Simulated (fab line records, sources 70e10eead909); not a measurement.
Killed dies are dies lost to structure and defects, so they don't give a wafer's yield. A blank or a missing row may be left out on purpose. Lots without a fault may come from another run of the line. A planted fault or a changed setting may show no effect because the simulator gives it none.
Chamber matching | flow nand_harc | NHARC_P_M2_CMP_23 on cmp-03: 4 sister chambers
The step polishes, t overpolish 20 s, target thk 144.3 nm. 18 wafers are shown with their chamber, then 9 later ones without.

WAFERS WITH THEIR CHAMBER
wafer  | chamber | motor_current_A (A) | time_to_endpoint_s (s) | slurry_flow_ml_min
L074.1 | 2       | 11.6                | 29.9                   | 149.7
L074.5 | 2       | 11.9                | 27.8                   | 149.4
L074.6 | 3       | 11.4                | 27.8                   | 150.1
L081.3 | 3       | 11.2                | 33.4                   | 149.6
L081.4 | 1       | 12.7                | 34.8                   | 151.2
L081.6 | 3       | 11.0                | 31.5                   | 150.4
L083.1 | 0       | 10.8                | 25.6                   | 149.4
L083.2 | 1       | 12.5                | 27.1                   | 150.4
L083.5 | 1       | 12.5                | 31.4                   | 150.2
L082.2 | 1       | 12.8                | 28.4                   | 150.0
L082.3 | 3       | 11.2                | 29.3                   | 150.6
L082.6 | 1       | 11.4                | 33.1                   | 150.6
L086.2 | 2       | 11.6                | 28.9                   | 150.7
L086.3 | 1       | 12.5                | 32.0                   | 149.8
L086.4 | 0       | 11.2                | 24.3                   | 150.3
L087.1 | 0       | 11.3                | 29.4                   | 148.7
L087.2 | 3       | 11.6                | 31.4                   | 150.0
L087.3 | 2       | 11.9                | 30.3                   | 149.6

SIGNATURES (means of the wafers above)
reading            | chamber 0 | chamber 1 | chamber 2 | chamber 3 | scatter within a chamber
motor_current_A    | 11.100    | 12.400    | 11.750    | 11.280    | 0.35
time_to_endpoint_s | 26.433    | 31.133    | 29.225    | 30.680    | 2.37
slurry_flow_ml_min | 149.467   | 150.367   | 149.850   | 150.140   | 0.543
Rule: a wafer's distance from a chamber is the root of the sum, over the readings, of the square of ((its reading less the chamber's mean) divided by the reading's scatter). The wafer belongs to the nearest chamber; if the next one is less than 2 further off, it can't be placed. The scatter: the root of (the sum of the squares of (reading less its chamber's mean) over the shown wafers, divided by (wafers less chambers)).

WAFERS WITHOUT THEIR CHAMBER
wafer  | motor_current_A (A) | time_to_endpoint_s (s) | slurry_flow_ml_min
L089.2 | 11.8                | 29.8                   | 149.4
L089.4 | 11.2                | 23.2                   | 150.8
L089.5 | 12.4                | 29.3                   | 149.7
L088.2 | 12.1                | 31.6                   | 150.1
L088.3 | 11.9                | 30.7                   | 150.3
L088.6 | 11.8                | 26.4                   | 150.0
L095.1 | 12.1                | 30.0                   | 150.5
L095.4 | 11.6                | 29.8                   | 150.1
L095.6 | 12.0                | 29.4                   | 149.7

WHICH CHAMBER EACH WENT THROUGH
wafer  | from the rows above               | in truth
L089.2 | can't be placed: 2 or 3 or 0 or 1 | 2
L089.4 | can't be placed: 0 or 3 or 2      | 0
L089.5 | can't be placed: 1 or 2 or 3      | 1
L088.2 | can't be placed: 1 or 2 or 3      | 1
L088.3 | can't be placed: 2 or 1 or 3      | 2
L088.6 | can't be placed: 2 or 0 or 3 or 1 | 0
L095.1 | can't be placed: 1 or 2 or 3      | 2
L095.4 | can't be placed: 2 or 3 or 0 or 1 | 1
L095.6 | can't be placed: 2 or 1 or 3      | 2
Placed correctly: 0 of 9. Can't be placed from these rows: 9 (the true chamber is among the candidates in 9). Placed wrongly: 0.
